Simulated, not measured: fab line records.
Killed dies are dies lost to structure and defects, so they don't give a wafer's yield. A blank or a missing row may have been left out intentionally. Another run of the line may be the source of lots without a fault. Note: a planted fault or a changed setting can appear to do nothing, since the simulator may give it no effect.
Matching of chambers | flow n5 finfet | 4 sister chambers for N5_GATE_CUT_SAC_CAP_01 on ald sin-01
The step material SiNx, target thk 24 nm, pulse time 1 s, ald cycles 480. 4 wafers are shown with their chamber, then 7 later ones without.

## EACH WAFER AND ITS CHAMBER
wafer  | chamber | heater power w (W)
L082.2 | 3       | 795
L084.1 | 1       | 838
L087.1 | 0       | 659
L087.2 | 2       | 867

## WAFERS WITHOUT THEIR CHAMBER
wafer  | heater power w (W)
L087.3 | 783
L088.1 | 848
L088.4 | 846
L088.5 | 771
L095.1 | 857
L095.2 | 676
L095.4 | 860

## WHICH CHAMBER EACH ONE RAN IN
wafer  | from the rows above     | in truth
L087.3 | 3                       | 3
L088.1 | can't be placed: 1 or 2 | 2
L088.4 | can't be placed: 1 or 2 | 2
L088.5 | 3                       | 3
L095.1 | can't be placed: 2 or 1 | 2
L095.2 | 0                       | 0
L095.4 | can't be placed: 2 or 1 | 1
Correctly placed: 3 of 7. These rows do not allow placing 4 (true chamber among the candidates in 4). 0 placed wrongly.
How it was worked out, from the rows above alone: a wafer's distance from a chamber is the root of the sum, over the readings, of the square of ((its reading less the chamber's mean) divided by the reading's scatter). The wafer belongs to the nearest chamber; if the next one is less than 2 further off, it can't be placed. A chamber's mean is the mean of its shown wafers. The scatter: with one shown wafer a chamber, the root of the mean of the squares of how far each hidden wafer lies from its nearest shown one.
